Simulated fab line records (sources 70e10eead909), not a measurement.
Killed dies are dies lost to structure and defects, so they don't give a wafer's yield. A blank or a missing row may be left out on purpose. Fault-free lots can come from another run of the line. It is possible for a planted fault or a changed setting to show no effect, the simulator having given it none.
fab line records	flow nand_harc
record lots=7	wafers=20	last_day=24
route steps=1159 shown A_STAIRCASE@548 END@1159
lots untouched by any fault: they come from a run of this same line in which no faults occurred
start_h: hours from the record's opening day to when the first of the lot's shown wafers began	wait_h: hours since the lot's step before	" unchanged from the row above	L1.1+2: several wafers, shown together as one row	- no value, or no start given	* or withheld: withheld	< > ~ a bound
route shown NAME@n: NAME is a module with steps in the file, n the number in the route of the first one	usual: mean and standard deviation over wafers with no fault	same: alike in all rows	chamber/n: place in a boat	sites: the reading at each site	_std_site: standard deviation of those values	_edge_site: mean of outer sites minus mean of inner sites	radius_mm: for every site, how far away it sits from the centre of the wafer	mask NAME#n: copy n	behind: the last tool/chamber to shape the wafer	hold: reason for holding the lot/hours on hold/outcome of the hold	device: whichever transistor did not switch (one of n, p or np)	end of line: tests of these same wafers at the route's end	step lacking rows: just its recipe	killed: not the wafer's yield, but the dies lost to structure and defects at the first sort	map: a wafer's dies, marking killed ones x, the rest . and places with no die _
set.NAME: the setting that was run; set.NAME@STEP: the one run at that earlier step	model.NAME: the simulator's own value behind a step, which no gauge read
lots at some steps of the route; a table a step, a row a wafer
services: when a tool's chamber went out of use (start_h, in hours from the record's first day, below 0 if earlier), for how many hours, and the reason
## steps
# step NHARC_A_STAIRCASE_TRIM_12
# recipe time_s=211.2	o2_flow_sccm=500	ar_flow_sccm=0	bias_w=0	chemistry=O2
# usual chamber_pressure_mTorr=60.00/0.05	drypump_motor_current_A=5.59/0.3	oes_product_au=0.995/0.0093	rf_vpp_V=57.7/0.81	showerhead_plenum_p_Torr=3.49/0.13	throttle_valve_pct=17.037/0.0092
lot.wafer	tool	chamber	start_h	wait_h	chamber_pressure_mTorr	drypump_motor_current_A	oes_product_au	rf_hours_counter_h	rf_vpp_V	showerhead_plenum_p_Torr	throttle_valve_pct
L444.2	rie_diel-09	0	249.47	0.1	59.94	4.97	1.010	58	58.1	3.46	17.032
L444.6	"	2	"	"	60.09	5.62	0.997	-	57.8	3.38	17.053
L444.5	"	3	"	"	59.96	6.05	0.999	-	58.1	3.63	17.045
L448.3	rie_diel-08	0	282.47	0.1	60.01	5.75	0.984	52	57.5	3.35	17.041
L448.2	"	1	"	"	59.94	5.41	1.001	59	58.2	3.49	17.033
L448.4	"	3	"	"	59.95	5.75	0.988	-	57.5	3.32	17.037
L449.2	rie_diel-09	0	282.92	0.1	59.98	4.93	0.999	7	56.9	3.46	17.037
L449.3	"	1	"	"	60.04	5.57	0.990	6	57.5	3.53	17.040
L449.6	"	0	"	"	59.97	4.95	0.998	-	58.5	3.46	17.032
L451.1	rie_diel-09	0	292.33	0.1	60.10	4.92	0.994	11	57.2	3.45	17.033
L451.5	"	0	"	"	60.04	4.95	0.992	-	57.7	3.45	17.040
L457.2	rie_diel-08	2	333.70	0.2	60.03	5.57	0.998	9	57.4	3.63	17.027
L457.4	"	0	"	"	60.03	5.85	0.986	10	58.0	3.34	17.043
L457.6	"	1	"	"	60.01	5.45	0.997	-	58.1	3.48	17.029
L463.2	rie_diel-01	1	360.05	0.1	59.97	5.57	1.007	13	57.8	3.76	17.033
L463.3	"	0	"	"	60.06	5.49	1.000	14	55.9	3.51	17.044
L463.5	"	1	"	"	60.02	5.63	0.998	-	57.3	3.76	17.049
L461.3	rie_diel-08	0	360.33	0.1	60.01	5.79	0.989	19	57.1	3.33	17.044
L461.4	"	3	"	"	60.00	5.78	0.989	18	57.5	3.30	17.035
L461.6	"	1	"	"	59.91	5.44	0.994	-	58.0	3.47	17.038
# step NHARC_A_STAIRCASE_ETCH_13
# recipe target_depth_a=1000	time_s=40.5	ion_energy_ev=400	c4f8_flow_sccm=20	o2_flow_sccm=10	ar_flow_sccm=withheld	rf_w=600	bias_w=1000	chemistry=C4F8/O2
# usual chamber_pressure_mTorr=25.003/0.023	oes_product_au=0.933/0.013	rf_vpp_V=894/4.8	run_length_s=61.6/0.46
lot.wafer	tool	chamber	start_h	wait_h	chamber_pressure_mTorr	oes_product_au	rf_hours_counter_h	rf_vpp_V	run_length_s
L444.2	rie_diel-09	0	-	-	24.989	0.946	58	893	61.4
L444.5	"	1	"	"	25.024	0.934	-	895	61.8
L444.6	"	3	"	"	25.006	0.934	-	899	60.8
L448.2	rie_diel-08	1	-	-	25.005	0.918	59	894	61.5
L448.3	"	0	"	"	25.010	0.904	52	890	61.2
L448.4	"	3	"	"	25.020	0.910	-	888	61.2
L449.3	rie_diel-09	1	-	-	24.986	0.921	6	896	61.3
L449.2	"	3	"	"	24.987	0.919	7	899	61.3
L449.6	"	3	"	"	25.021	0.930	-	900	60.7
L451.1	rie_diel-09	0	-	-	24.949	0.916	12	893	61.4
L451.5	"	1	"	"	25.008	0.920	-	895	61.8
L457.2	rie_diel-08	3	-	-	24.979	0.924	10	887	61.8
L457.4	"	2	"	"	25.013	0.931	9	899	61.9
L457.6	"	0	"	"	25.004	0.928	-	889	61.0
L463.2	rie_diel-01	2	-	-	24.974	0.949	14	898	61.1
L463.3	"	3	"	"	24.976	0.960	5	901	61.8
L463.5	"	2	"	"	25.011	0.940	-	900	61.4
L461.3	rie_diel-08	3	-	-	25.031	0.908	19	888	61.4
L461.4	"	0	"	"	25.017	0.919	20	890	61.2
L461.6	"	2	"	"	25.006	0.921	-	900	62.1
# step NHARC_A_STAIRCASE_TRIM_14
# recipe time_s=211.2	o2_flow_sccm=500	ar_flow_sccm=0	bias_w=0	chemistry=O2
# step NHARC_A_STAIRCASE_ETCH_15
# recipe target_depth_a=1000	time_s=40.5	ion_energy_ev=400	c4f8_flow_sccm=20	o2_flow_sccm=10	ar_flow_sccm=withheld	rf_w=600	bias_w=1000	chemistry=C4F8/O2
# step NHARC_A_STAIRCASE_TRIM_16
# recipe time_s=211.2	o2_flow_sccm=500	ar_flow_sccm=0	bias_w=0	chemistry=O2
# step NHARC_A_STAIRCASE_ETCH_17
# recipe target_depth_a=1000	time_s=40.5	ion_energy_ev=400	c4f8_flow_sccm=20	o2_flow_sccm=10	ar_flow_sccm=withheld	rf_w=600	bias_w=1000	chemistry=C4F8/O2
# step NHARC_A_STAIRCASE_TRIM_18
# recipe time_s=211.2	o2_flow_sccm=500	ar_flow_sccm=0	bias_w=0	chemistry=O2
# usual chamber_pressure_mTorr=60.00/0.052	drypump_motor_current_A=5.6/0.32	oes_product_au=0.997/0.0093	rf_vpp_V=57.8/0.83	showerhead_plenum_p_Torr=3.49/0.12	throttle_valve_pct=17.036/0.0087
lot.wafer	tool	chamber	start_h	wait_h	chamber_pressure_mTorr	drypump_motor_current_A	oes_product_au	rf_hours_counter_h	rf_vpp_V	showerhead_plenum_p_Torr	throttle_valve_pct
L444.2	rie_diel-09	0	-	-	60.02	4.9	1.002	58	57.8	3.46	17.044
L444.5	"	3	"	"	60.01	6.0	0.988	-	57.1	3.63	17.033
L444.6	"	0	"	"	60.00	5.0	1.002	-	57.9	3.46	17.045
L448.3	rie_diel-08	1	-	-	59.96	5.4	0.988	59	57.1	3.49	17.028
L448.2	"	3	"	"	60.05	5.8	0.983	59	57.1	3.32	17.036
L448.4	"	3	"	"	60.05	5.8	0.991	-	57.4	3.32	17.044
L449.2	rie_diel-09	0	-	-	59.93	5.0	1.011	8	58.0	3.46	17.051
L449.3	"	3	"	"	60.05	6.1	0.990	9	57.4	3.63	17.048
L449.6	"	1	"	"	60.03	5.6	1.001	-	56.7	3.53	17.040
L451.1	rie_diel-09	1	-	-	60.07	5.6	0.993	10	58.0	3.53	17.040
L451.5	"	3	"	"	60.05	6.1	0.986	-	58.5	3.62	17.035
L457.2	rie_diel-08	2	-	-	60.09	5.6	1.002	10	57.7	3.63	17.041
L457.4	"	0	"	"	59.98	5.8	0.998	11	55.7	3.34	17.031
L457.6	"	2	"	"	59.97	5.6	1.004	-	57.5	3.63	17.036
L463.2	rie_diel-01	0	-	-	59.93	5.4	1.008	14	56.9	3.51	17.046
L463.3	"	2	"	"	59.99	5.7	1.011	14	58.5	3.59	17.024
L463.5	"	1	"	"	60.02	5.6	1.010	-	58.7	3.76	17.031
L461.4	rie_diel-08	1	-	-	60.00	5.4	0.991	20	57.5	3.47	17.025
L461.3	"	2	"	"	59.95	5.6	0.997	20	58.9	3.62	17.035
L461.6	"	1	"	"	60.08	5.4	1.006	-	56.5	3.47	17.013
# step NHARC_A_STAIRCASE_ETCH_19
# recipe target_depth_a=1000	time_s=40.5	ion_energy_ev=400	c4f8_flow_sccm=20	o2_flow_sccm=10	ar_flow_sccm=withheld	rf_w=600	bias_w=1000	chemistry=C4F8/O2
# step NHARC_A_STAIRCASE_TRIM_20
# recipe time_s=211.2	o2_flow_sccm=500	ar_flow_sccm=0	bias_w=0	chemistry=O2
# usual chamber_pressure_mTorr=60.00/0.051	drypump_motor_current_A=5.57/0.28	oes_product_au=0.994/0.01	rf_vpp_V=57.6/0.87	showerhead_plenum_p_Torr=3.48/0.13	throttle_valve_pct=17.036/0.0088
lot.wafer	tool	chamber	start_h	wait_h	chamber_pressure_mTorr	drypump_motor_current_A	oes_product_au	rf_hours_counter_h	rf_vpp_V	showerhead_plenum_p_Torr	throttle_valve_pct
L444.2	rie_diel-09	0	250.65	0.1	60.03	4.93	1.002	58	57.0	3.46	17.023
L444.5	"	3	"	"	60.01	6.03	1.013	-	58.0	3.63	17.032
L444.6	"	0	"	"	59.88	4.88	1.013	-	58.4	3.46	17.040
L448.3	rie_diel-08	0	283.64	0.1	59.99	5.83	0.973	53	57.0	3.35	17.045
L448.2	"	3	"	"	59.94	5.77	0.980	59	56.9	3.32	17.044
L448.4	"	1	"	"	59.98	5.43	0.996	-	57.9	3.49	17.032
L449.3	rie_diel-08	3	285.04	0.1	60.06	5.78	0.985	60	57.3	3.32	17.034
L449.2	"	1	"	"	59.89	5.46	0.986	60	58.2	3.49	17.052
L449.6	"	0	"	"	60.06	5.76	0.975	-	56.9	3.35	17.037
L451.1	rie_diel-08	1	293.67	0.1	60.05	5.43	0.994	65	57.4	3.49	17.030
L451.5	"	0	"	"	59.99	5.80	0.982	-	56.2	3.35	17.051
L457.2	rie_diel-09	3	336.00	0.1	60.01	6.07	0.984	30	57.9	3.62	17.031
L457.4	"	1	"	"	60.08	5.60	0.988	30	58.2	3.52	17.037
L457.6	"	3	"	"	60.01	6.08	0.993	-	59.1	3.62	17.046
L463.3	rie_diel-08	1	361.15	0.1	60.02	5.44	0.994	20	57.2	3.47	17.036
L463.2	"	2	"	"	59.95	5.57	0.997	19	58.6	3.63	17.040
L463.5	"	0	"	"	60.06	5.78	0.988	-	58.0	3.33	17.036
L461.4	rie_diel-08	1	361.86	0.1	59.92	5.40	0.998	21	56.7	3.47	17.037
L461.3	"	0	"	"	60.02	5.81	0.981	20	59.1	3.33	17.017
L461.6	"	1	"	"	59.96	5.41	0.987	-	58.1	3.47	17.028
# step NHARC_A_STAIRCASE_ETCH_21
# recipe target_depth_a=1000	time_s=40.5	ion_energy_ev=400	c4f8_flow_sccm=20	o2_flow_sccm=10	ar_flow_sccm=withheld	rf_w=600	bias_w=1000	chemistry=C4F8/O2
# usual chamber_pressure_mTorr=25.001/0.024	oes_product_au=0.937/0.017	rf_vpp_V=894/4.9	run_length_s=61.6/0.49
lot.wafer	tool	chamber	start_h	wait_h	chamber_pressure_mTorr	oes_product_au	rf_hours_counter_h	rf_vpp_V	run_length_s
L444.2	rie_diel-09	3	-	-	25.006	0.939	57	899	60.8
L444.6	"	1	"	"	25.021	0.932	-	897	61.8
L444.5	"	3	"	"	24.996	0.942	-	900	60.9
L448.3	rie_diel-08	3	-	-	25.000	0.935	59	889	61.3
L448.2	"	0	"	"	25.027	0.925	53	891	61.0
L448.4	"	3	"	"	25.025	0.922	-	888	61.2
L449.3	rie_diel-08	3	-	-	24.956	0.913	60	889	61.3
L449.2	"	0	"	"	24.999	0.918	53	890	61.0
L449.6	"	1	"	"	25.020	0.914	-	896	61.5
L451.1	rie_diel-08	3	-	-	24.976	0.918	65	889	61.8
L451.5	"	3	"	"	24.976	0.914	-	888	61.6
L457.4	rie_diel-09	2	-	-	25.006	0.935	24	891	62.3
L457.2	"	3	"	"	25.037	0.929	31	899	61.0
L457.6	"	1	"	"	25.021	0.944	-	895	61.5
L463.3	rie_diel-08	3	-	-	25.032	0.917	19	888	61.2
L463.2	"	0	"	"	24.990	0.927	20	887	61.0
L463.5	"	1	"	"	25.032	0.919	-	895	61.9
L461.3	rie_diel-08	3	-	-	25.008	0.933	19	889	61.8
L461.4	"	2	"	"	24.980	0.937	20	899	62.1
L461.6	"	3	"	"	25.007	0.941	-	886	61.8
# step NHARC_A_STAIRCASE_TRIM_22
# recipe time_s=211.2	o2_flow_sccm=500	ar_flow_sccm=0	bias_w=0	chemistry=O2
# step NHARC_A_STAIRCASE_ETCH_23
# recipe target_depth_a=1000	time_s=40.5	ion_energy_ev=400	c4f8_flow_sccm=20	o2_flow_sccm=10	ar_flow_sccm=withheld	rf_w=600	bias_w=1000	chemistry=C4F8/O2
# usual chamber_pressure_mTorr=25.000/0.021	oes_product_au=0.936/0.013	rf_vpp_V=894/5	run_length_s=61.6/0.49
lot.wafer	tool	chamber	start_h	wait_h	chamber_pressure_mTorr	oes_product_au	rf_hours_counter_h	rf_vpp_V	run_length_s
L444.2	rie_diel-09	1	251.10	-	25.005	0.936	61	898	61.6
L444.6	"	3	"	"	24.989	0.944	-	899	60.8
L444.5	"	0	"	"	25.003	0.947	-	893	62.1
L448.3	rie_diel-08	3	284.16	-	24.981	0.938	59	890	62.0
L448.2	"	1	"	"	24.989	0.950	60	895	41.6
L448.4	"	3	"	"	24.938	0.937	-	888	61.5
L449.3	rie_diel-08	0	285.56	-	25.005	0.918	54	888	61.1
L449.2	"	1	"	"	24.989	0.941	60	894	42.1
L449.6	"	1	"	"	25.003	0.940	-	895	62.0
L451.1	rie_diel-08	3	294.16	-	24.990	0.922	65	889	61.2
L451.5	"	1	"	"	25.023	0.943	-	894	41.6
L457.2	rie_diel-09	2	337.14	-	24.966	0.936	24	889	62.0
L457.4	"	3	"	"	24.999	0.924	31	900	61.2
L457.6	"	2	"	"	24.973	0.931	-	889	62.2
L463.2	rie_diel-08	0	361.62	-	24.996	0.931	20	888	61.2
L463.3	"	3	"	"	24.954	0.940	19	886	61.3
L463.5	"	1	"	"	24.993	0.927	-	894	61.9
L461.4	rie_diel-08	1	362.41	-	25.024	0.924	21	895	61.8
L461.3	"	2	"	"	25.007	0.927	20	899	62.3
L461.6	"	0	"	"	25.020	0.929	-	890	61.3
# step NHARC_A_STAIRCASE_TRIM_24
# recipe time_s=211.2	o2_flow_sccm=500	ar_flow_sccm=0	bias_w=0	chemistry=O2
# step NHARC_END_SORT_01
# recipe temp_c=25
# usual killed_at_array=29/13	killed_at_other=0.7/1	killed_at_periphery=3.2/2.3	killed_dies=33/13	killed_open=3.3/1.7	killed_short=2.0/1.5
# same gross_dies=677
lot.wafer	tool	chamber	start_h	wait_h	killed_at_array	killed_at_other	killed_at_periphery	killed_dies	killed_open	killed_short
L449.2	prober-01	0	487.96	2.8	670	1	6	677	3	1
L448.2	prober-02	0	495.70	2.8	671	0	6	677	2	3
L451.5	prober-01	0	508.90	3.7	663	1	13	677	2	3
L461.3	prober-02	0	566.10	3.1	69	2	1	72	3	3
L461.4	prober-02	0	566.90	3.4	49	1	4	54	2	3
L461.6	prober-02	0	568.49	4.0	60	4	7	71	7	4
# killed by level:class
L449.2 A_STAIRCASE:area_etch=635 A_SLIT:chamber_film_flake=13 A_CHANNEL_HOLE_D1:chamber_film_flake=12 A_STAIRCASE:chamber_film_flake=4 P_ZERO_WELL:chamber_film_flake=3 P_GATE:chamber_film_flake=2 A_ZERO_WELL:chamber_film_flake=2 P_CONTACT:geometric_particle:open=1
L448.2 A_STAIRCASE:area_etch=657 A_CHANNEL_HOLE_D1:chamber_film_flake=8 P_GATE:chamber_film_flake=2 A_CONTACT:chamber_film_flake=2 P_M0:geometric_particle:open=1 P_M1:geometric_particle:open=1 P_M1:geometric_particle:short=1 A_SOURCE_PLATE:geometric_particle:short=1
L451.5 A_STAIRCASE:area_etch=649 P_ZERO_WELL:chamber_film_flake=7 P_M1:chamber_film_flake=4 A_STAIRCASE:chamber_film_flake=4 A_CONTACT:chamber_film_flake=3 P_CONTACT:geometric_particle:open=1 A_SOURCE_PLATE:geometric_particle:short=1 A_CHANNEL_FILL_D1:geometric_particle:open=1
L461.3 A_CHANNEL_HOLE_D1:chamber_film_flake=28 A_SLIT:chamber_film_flake=25 A_CONTACT:chamber_film_flake=3 A_M1:chamber_film_flake=3 A_M0:geometric_particle:open=2 A_BLC:chamber_film_flake=2 A_STAIRCASE:chamber_film_flake=2 THIN_TSV:chamber_film_flake=2
L461.4 A_CHANNEL_HOLE_D1:chamber_film_flake=20 A_SLIT:chamber_film_flake=17 A_CONTACT:chamber_film_flake=3 A_BLC:chamber_film_flake=3 P_M0:chamber_film_flake=2 A_STAIRCASE:chamber_film_flake=2 P_GATE:geometric_particle:short=1 P_M0:geometric_particle:short=1
L461.6 A_SLIT:chamber_film_flake=23 A_CHANNEL_HOLE_D1:chamber_film_flake=20 A_BLC:chamber_film_flake=4 THIN_TSV:chamber_film_flake=4 A_WL_FILL:geometric_particle:short=3 P_M0:chamber_film_flake=3 A_CONTACT:chamber_film_flake=3 P_CONTACT:geometric_particle:open=2
# map L448.2 (x killed, . not)
____________x____________
_________xxxxxxx_________
_______xxxxxxxxxxx_______
______xxxxxxxxxxxxx______
_____xxxxxxxxxxxxxxx_____
____xxxxxxxxxxxxxxxxx____
____xxxxxxxxxxxxxxxxx____
___xxxxxxxxxxxxxxxxxxx___
___xxxxxxxxxxxxxxxxxxx___
__xxxxxxxxxxxxxxxxxxxxx__
__xxxxxxxxxxxxxxxxxxxxx__
_xxxxxxxxxxxxxxxxxxxxxxx_
_xxxxxxxxxxxxxxxxxxxxxxx_
_xxxxxxxxxxxxxxxxxxxxxxx_
_xxxxxxxxxxxxxxxxxxxxxxx_
_xxxxxxxxxxxxxxxxxxxxxxx_
xxxxxxxxxxxxxxxxxxxxxxxxx
xxxxxxxxxxxxxxxxxxxxxxxxx
xxxxxxxxxxxxxxxxxxxxxxxxx
xxxxxxxxxxxxxxxxxxxxxxxxx
xxxxxxxxxxxxxxxxxxxxxxxxx
_xxxxxxxxxxxxxxxxxxxxxxx_
_xxxxxxxxxxxxxxxxxxxxxxx_
_xxxxxxxxxxxxxxxxxxxxxxx_
_xxxxxxxxxxxxxxxxxxxxxxx_
_xxxxxxxxxxxxxxxxxxxxxxx_
__xxxxxxxxxxxxxxxxxxxxx__
__xxxxxxxxxxxxxxxxxxxxx__
___xxxxxxxxxxxxxxxxxxx___
___xxxxxxxxxxxxxxxxxxx___
____xxxxxxxxxxxxxxxxx____
____xxxxxxxxxxxxxxxxx____
_____xxxxxxxxxxxxxxx_____
______xxxxxxxxxxxxx______
_______xxxxxxxxxxx_______
_________xxxxxxx_________
____________x____________
# map L449.2 (x killed, . not)
____________x____________
_________xxxxxxx_________
_______xxxxxxxxxxx_______
______xxxxxxxxxxxxx______
_____xxxxxxxxxxxxxxx_____
____xxxxxxxxxxxxxxxxx____
____xxxxxxxxxxxxxxxxx____
___xxxxxxxxxxxxxxxxxxx___
___xxxxxxxxxxxxxxxxxxx___
__xxxxxxxxxxxxxxxxxxxxx__
__xxxxxxxxxxxxxxxxxxxxx__
_xxxxxxxxxxxxxxxxxxxxxxx_
_xxxxxxxxxxxxxxxxxxxxxxx_
_xxxxxxxxxxxxxxxxxxxxxxx_
_xxxxxxxxxxxxxxxxxxxxxxx_
_xxxxxxxxxxxxxxxxxxxxxxx_
xxxxxxxxxxxxxxxxxxxxxxxxx
xxxxxxxxxxxxxxxxxxxxxxxxx
xxxxxxxxxxxxxxxxxxxxxxxxx
xxxxxxxxxxxxxxxxxxxxxxxxx
xxxxxxxxxxxxxxxxxxxxxxxxx
_xxxxxxxxxxxxxxxxxxxxxxx_
_xxxxxxxxxxxxxxxxxxxxxxx_
_xxxxxxxxxxxxxxxxxxxxxxx_
_xxxxxxxxxxxxxxxxxxxxxxx_
_xxxxxxxxxxxxxxxxxxxxxxx_
__xxxxxxxxxxxxxxxxxxxxx__
__xxxxxxxxxxxxxxxxxxxxx__
___xxxxxxxxxxxxxxxxxxx___
___xxxxxxxxxxxxxxxxxxx___
____xxxxxxxxxxxxxxxxx____
____xxxxxxxxxxxxxxxxx____
_____xxxxxxxxxxxxxxx_____
______xxxxxxxxxxxxx______
_______xxxxxxxxxxx_______
_________xxxxxxx_________
____________x____________
## services
tool	chamber	start_h	hours	kind
rie_diel-08	0	232.05	-	clean
rie_diel-08	1	232.05	-	clean
rie_diel-08	2	232.05	-	clean
rie_diel-08	3	232.05	-	clean
rie_diel-09	-	245.02	0.4	repair
rie_diel-09	-	254.44	9.0	pm
rie_diel-08	0	256.55	-	clean
rie_diel-08	1	256.55	-	clean
rie_diel-08	2	256.55	-	clean
rie_diel-08	3	256.55	-	clean
rie_diel-09	2	278.74	10.0	repair
rie_diel-08	0	282.37	-	clean
rie_diel-08	1	282.37	-	clean
rie_diel-08	2	282.37	-	clean
rie_diel-08	3	282.37	-	clean
rie_diel-09	2	295.60	8.1	repair
rie_diel-08	-	301.88	9.0	pm
rie_diel-08	0	301.88	9.0	vent_cycle
rie_diel-08	1	301.88	9.0	vent_cycle
rie_diel-08	2	301.88	9.0	vent_cycle
rie_diel-08	3	301.88	9.0	vent_cycle
rie_diel-01	2	306.60	9.9	repair
rie_diel-01	-	314.80	9.0	pm
rie_diel-01	3	331.80	21.5	repair
## key
first_sign step=NHARC_A_STAIRCASE_ETCH_23	reading=run_length_s	direction=down	sigmas=41	usual=*	struck=*
effect step=NHARC_END_SORT_01	reading=killed_dies	direction=up	sigmas=50	usual=33	struck=677
more_kills_born_at NHARC_A_STAIRCASE_ETCH_23@rie_diel-08=1941
met_at NHARC_A_STAIRCASE_ETCH_23
struck_wafers L448.2,L449.2,L451.5
later_rows_left_out L448.2,L449.2,L451.5
tester_left_out L448,L449,L451
fault kind=process_parameter_drift	tool=rie_diel-08	chamber=-	onset_h=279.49	steps=NHARC_A_STAIRCASE_ETCH_23	channel=time_s	offset=*	shape=step	end_h=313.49	scope=struck_wafers_only	acts_in=*	stated=*
# tester_left_out: of these lots the tester's yield and bins aren't shown, on N5 and GAA mostly nor the transistor test; their killed dies are dies lost to structure and defects alone, not to doping, threshold or leakage, so they don't give the yield
# later_rows_left_out: the simulator's readings of these wafers behind a module that went badly wrong aren't trusted and aren't shown, but for the sort
